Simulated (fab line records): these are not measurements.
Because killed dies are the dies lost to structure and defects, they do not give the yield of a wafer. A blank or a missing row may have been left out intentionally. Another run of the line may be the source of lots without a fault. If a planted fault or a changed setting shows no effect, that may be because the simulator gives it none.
Chamber matching -- flow nand_harc -- rie_diel-10 running NHARC_A_STAIRCASE_TRIM_196: 4 sister chambers
The step chemistry O2, time 211.2 s. 14 wafers are shown with their chamber, then 7 later ones without.

## EACH WAFER AND ITS CHAMBER
wafer,chamber,drypump_motor_current_A (A),oes_product_au (a.u.),showerhead_plenum_p_Torr (Torr)
L079.2,2,5.5,1.023,3.29
L079.5,3,6.1,0.997,3.57
L079.6,0,6.3,1.008,3.49
L080.3,2,5.5,1.008,3.29
L080.4,3,6.2,1.010,3.57
L080.6,3,6.1,1.001,3.57
L082.1,0,6.3,1.028,3.49
L082.3,3,6.2,1.010,3.57
L082.6,3,6.1,1.012,3.57
L082.2,2,5.5,1.006,3.81
L082.4,1,6.1,1.003,3.44
L082.5,0,6.3,1.019,3.48
L084.3,1,6.2,0.991,3.43
L084.4,0,6.3,1.017,3.48

SIGNATURES (averages over the wafers above)
reading,chamber 0,chamber 1,chamber 2,chamber 3,scatter within a chamber
drypump_motor_current_A,6.300,6.150,5.500,6.140,0.0412
oes_product_au,1.01800,0.99700,1.01233,1.00600,0.00788
showerhead_plenum_p_Torr,3.4850,3.4350,3.4633,3.5700,0.134
Rule: distance of a wafer from a chamber = root of the sum over the readings of ((wafer's reading minus chamber's mean) / reading's scatter) squared. If the next closest chamber is less than 2 further off than the closest, the wafer can't be placed; otherwise it belongs to the closest. The scatter is the square root of a quotient: the sum, over the shown wafers, of each reading's squared deviation from its chamber's mean, divided by wafers minus chambers.

## WAFERS MISSING THEIR CHAMBER
wafer,drypump_motor_current_A (A),oes_product_au (a.u.),showerhead_plenum_p_Torr (Torr)
L084.6,6.3,1.017,3.48
L093.1,6.2,1.020,3.55
L093.5,5.5,1.027,3.79
L093.6,6.2,1.018,3.55
L095.1,5.5,1.018,3.78
L095.4,6.1,1.003,3.41
L095.5,6.1,1.006,3.41

## THE CHAMBER EACH PASSED THROUGH
wafer,from the rows above,in truth
L084.6,0,0
L093.1,can't be placed: 3 or 0 or 1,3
L093.5,2,2
L093.6,can't be placed: 3 or 0 or 1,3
L095.1,2,2
L095.4,can't be placed: 1 or 3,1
L095.5,can't be placed: 3 or 1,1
Correct placement for 3 of the 7. Can't be placed from these rows: 4 (the true chamber is among the candidates in 4). Placed wrongly: 0.
